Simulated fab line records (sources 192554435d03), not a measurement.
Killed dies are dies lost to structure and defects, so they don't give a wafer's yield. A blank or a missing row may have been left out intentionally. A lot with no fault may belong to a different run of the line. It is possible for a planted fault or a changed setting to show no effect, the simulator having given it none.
Lot-split experiment :: flow n5Finfet :: 21 wafers read across 7 lots, on a route 1938 steps long

THE SPLIT ITSELF
At N5_BEOL_M9_COAT_22 (resist thk 30 nm), the setting spinRpm was moved away from the recipe's 1500 rpm on 8 of the 21 wafers read, by -9.5% to +9.4%. All remaining wafers had this setting at the recipe value.

FROM THE SPLIT TO THE READING: what the file shows between them, 4 steps
- N5_BEOL_M9_EBR_24
- N5_BEOL_M9_SOFTBAKE_23: time 60 s
- N5_BEOL_M9_EXPOSE_25: exposes mask V8
- N5_BEOL_M9_PEB_26: peb time 60 s

THE READING
CAR-EUV_of_BEOL_M9_COAT_22.thkNm (the simulator's own value, which no gauge read), in nm, at N5_BEOL_M9_DEVELOP_27 (develop time 30 s). The file does not state a usual value for it. Across the 13 wafers here that went through the recipe, the average is 29.6 nm and the standard deviation 0.078 nm.

wafer: L074.1
tool, chamber at the split: lithoTrack-02, 0
spinRpm as run, rpm: 1641
against the recipe: +9.4%
CAR-EUV_of_BEOL_M9_COAT_22.thkNm, nm: 28.4
against lot-mates on the recipe: -1.2

wafer: L074.2
tool, chamber at the split: lithoTrack-02, 0
spinRpm as run, rpm: 1500
against the recipe: recipe
CAR-EUV_of_BEOL_M9_COAT_22.thkNm, nm: 29.6
against lot-mates on the recipe: -

wafer: L074.3
tool, chamber at the split: lithoTrack-02, 0
spinRpm as run, rpm: 1641
against the recipe: +9.4%
CAR-EUV_of_BEOL_M9_COAT_22.thkNm, nm: 28.2
against lot-mates on the recipe: -1.4

wafer: L076.2
tool, chamber at the split: lithoTrack-04, 0
spinRpm as run, rpm: 1500
against the recipe: recipe
CAR-EUV_of_BEOL_M9_COAT_22.thkNm, nm: 29.6
against lot-mates on the recipe: -

wafer: L076.6
tool, chamber at the split: lithoTrack-04, 0
spinRpm as run, rpm: 1500
against the recipe: recipe
CAR-EUV_of_BEOL_M9_COAT_22.thkNm, nm: 29.6
against lot-mates on the recipe: -

wafer: L076.3
tool, chamber at the split: lithoTrack-04, 0
spinRpm as run, rpm: 1358
against the recipe: -9.5%
CAR-EUV_of_BEOL_M9_COAT_22.thkNm, nm: 31.2
against lot-mates on the recipe: +1.6

wafer: L080.1
tool, chamber at the split: lithoTrack-04, 0
spinRpm as run, rpm: 1500
against the recipe: recipe
CAR-EUV_of_BEOL_M9_COAT_22.thkNm, nm: 29.8
against lot-mates on the recipe: -

wafer: L080.3
tool, chamber at the split: lithoTrack-04, 0
spinRpm as run, rpm: 1500
against the recipe: recipe
CAR-EUV_of_BEOL_M9_COAT_22.thkNm, nm: 29.6
against lot-mates on the recipe: -

wafer: L080.6
tool, chamber at the split: lithoTrack-04, 0
spinRpm as run, rpm: 1500
against the recipe: recipe
CAR-EUV_of_BEOL_M9_COAT_22.thkNm, nm: 29.6
against lot-mates on the recipe: -

wafer: L078.4
tool, chamber at the split: lithoTrack-05, 0
spinRpm as run, rpm: 1500
against the recipe: recipe
CAR-EUV_of_BEOL_M9_COAT_22.thkNm, nm: 29.6
against lot-mates on the recipe: -

wafer: L078.6
tool, chamber at the split: lithoTrack-05, 0
spinRpm as run, rpm: 1500
against the recipe: recipe
CAR-EUV_of_BEOL_M9_COAT_22.thkNm, nm: 29.6
against lot-mates on the recipe: -

wafer: L078.5
tool, chamber at the split: lithoTrack-05, 0
spinRpm as run, rpm: 1500
against the recipe: recipe
CAR-EUV_of_BEOL_M9_COAT_22.thkNm, nm: 29.4
against lot-mates on the recipe: -

wafer: L084.1
tool, chamber at the split: lithoTrack-02, 0
spinRpm as run, rpm: 1436
against the recipe: -4.3%
CAR-EUV_of_BEOL_M9_COAT_22.thkNm, nm: 30.2
against lot-mates on the recipe: +0.6

wafer: L084.2
tool, chamber at the split: lithoTrack-02, 0
spinRpm as run, rpm: 1436
against the recipe: -4.3%
CAR-EUV_of_BEOL_M9_COAT_22.thkNm, nm: 30.2
against lot-mates on the recipe: +0.6

wafer: L084.4
tool, chamber at the split: lithoTrack-02, 0
spinRpm as run, rpm: 1500
against the recipe: recipe
CAR-EUV_of_BEOL_M9_COAT_22.thkNm, nm: 29.6
against lot-mates on the recipe: -

wafer: L089.2
tool, chamber at the split: lithoTrack-04, 0
spinRpm as run, rpm: 1615
against the recipe: +7.7%
CAR-EUV_of_BEOL_M9_COAT_22.thkNm, nm: 28.4
against lot-mates on the recipe: -1.2

wafer: L089.4
tool, chamber at the split: lithoTrack-04, 0
spinRpm as run, rpm: 1615
against the recipe: +7.7%
CAR-EUV_of_BEOL_M9_COAT_22.thkNm, nm: 28.6
against lot-mates on the recipe: -1.0

wafer: L089.6
tool, chamber at the split: lithoTrack-04, 0
spinRpm as run, rpm: 1500
against the recipe: recipe
CAR-EUV_of_BEOL_M9_COAT_22.thkNm, nm: 29.6
against lot-mates on the recipe: -

wafer: L093.2
tool, chamber at the split: lithoTrack-05, 0
spinRpm as run, rpm: 1500
against the recipe: recipe
CAR-EUV_of_BEOL_M9_COAT_22.thkNm, nm: 29.6
against lot-mates on the recipe: -

wafer: L093.5
tool, chamber at the split: lithoTrack-05, 0
spinRpm as run, rpm: 1500
against the recipe: recipe
CAR-EUV_of_BEOL_M9_COAT_22.thkNm, nm: 29.6
against lot-mates on the recipe: -

wafer: L093.6
tool, chamber at the split: lithoTrack-05, 0
spinRpm as run, rpm: 1549
against the recipe: +3.3%
CAR-EUV_of_BEOL_M9_COAT_22.thkNm, nm: 29
against lot-mates on the recipe: -0.6

FIT RESULTS
A straight line over all 21 wafers: CAR-EUV_of_BEOL_M9_COAT_22.thkNm changes by -0.148 nm for each +1% of spinRpm; r = -0.99; the points scatter about the line by 0.1 nm.
The same after taking each lot's own level away (the mean of its wafers on the recipe; 21 wafers): -0.148 nm for each +1%; r = -0.99; scatter 0.093 nm.
According to that fit, moving spinRpm by its largest amount changes the reading by 1.4 nm.
From 29.53 to 29.67 nm: that is the span of the lots' own levels, equal to 1.7 times the standard deviation above.
Hence the lot-to-lot level has little effect on the slope; both slopes agree.
Check: with one of the wafers moved furthest among these (-9.5%) left out of the fit, the line predicts +1.33 nm for it against its lot-mates. Against them it came out at +1.6 nm.

THESE WAFERS: OTHER SPLITS
Other splits were also applied to these wafers ahead of the reading. Each is held against what the fit with the lots' levels taken away leaves over:
other split on the same wafers: N5_BEOL_M7_ETCH_41 sourceW
wafers away from the commonest value: 5
r with CAR-EUV_of_BEOL_M9_COAT_22.thkNm (lot level and that fit taken away): -0.06

other split on the same wafers: N5_BEOL_M8_COAT_22 spinRpm
wafers away from the commonest value: 5
r with CAR-EUV_of_BEOL_M9_COAT_22.thkNm (lot level and that fit taken away): +0.08

THE WHOLE CHAIN: every reading that the file lists as answering this split, in the file's order
step: N5_BEOL_M9_COAT_22
what it does: resist thk 30 nm
reading: CAR-EUV_of_BEOL_M9_COAT_22.thkNm (the simulator's own value, which no gauge read)
change (the file's fit): -0.145 nm for each +1% of the setting
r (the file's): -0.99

step: N5_BEOL_M9_DEVELOP_27
what it does: develop time 30 s
reading: CAR-EUV_of_BEOL_M9_COAT_22.thkNm (the simulator's own value, which no gauge read)
change (the file's fit): -0.152 nm for each +1% of the setting
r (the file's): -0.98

THE FILE'S OWN FIT
CAR-EUV_of_BEOL_M9_COAT_22.thkNm changes by -0.152 nm for each +1% of spinRpm, r = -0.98.
